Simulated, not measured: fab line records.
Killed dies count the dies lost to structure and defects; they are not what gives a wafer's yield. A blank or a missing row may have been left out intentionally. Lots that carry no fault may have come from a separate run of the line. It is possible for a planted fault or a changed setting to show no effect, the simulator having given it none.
Matching of chambers	flow n5-finfet	N5_FIN_SAQP_SPACER1_ETCHBACK_25 on rie-diel-06 has 4 sister chambers
The step etches SiO2 in CHF3/O2, target depth 24.4 nm, time 12.2 s. 4 wafers are shown with their chamber, then 7 later ones without.

## WAFERS, EACH WITH ITS CHAMBER
wafer	chamber	throttle-valve-pct (%)
L081.3	3	18.95
L083.6	1	19.01
L085.1	2	18.81
L085.5	0	19.15

## WAFERS WHOSE CHAMBER IS MISSING
wafer	throttle-valve-pct (%)
L085.6	19.03
L087.1	19.15
L087.3	18.98
L087.5	18.83
L097.1	19.07
L097.2	18.74
L097.3	18.45

## EACH ONE'S CHAMBER
wafer	from the rows above	in truth
L085.6	can't be placed: 1 or 3 or 0 or 2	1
L087.1	can't be placed: 0 or 1 or 3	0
L087.3	can't be placed: 1 or 3 or 0 or 2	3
L087.5	can't be placed: 2 or 3 or 1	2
L097.1	can't be placed: 1 or 0 or 3 or 2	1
L097.2	can't be placed: 2 or 3 or 1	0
L097.3	can't be placed: 2 or 3 or 1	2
Correctly placed: 0 of 7. Can't be placed from these rows: 7 (the true chamber is among the candidates in 6). Placed wrongly: 0.
How it was worked out, from the rows above alone: a wafer's distance from a chamber is the root of the sum, over the readings, of the square of ((its reading less the chamber's mean) divided by the reading's scatter). If the next closest chamber is less than 2 further off than the closest, the wafer can't be placed; otherwise it belongs to the closest. For every chamber, the mean is computed from those of its wafers that are shown. The scatter (one wafer shown for each chamber): square how far every hidden wafer sits from the nearest shown wafer, average those squares and take the square root.
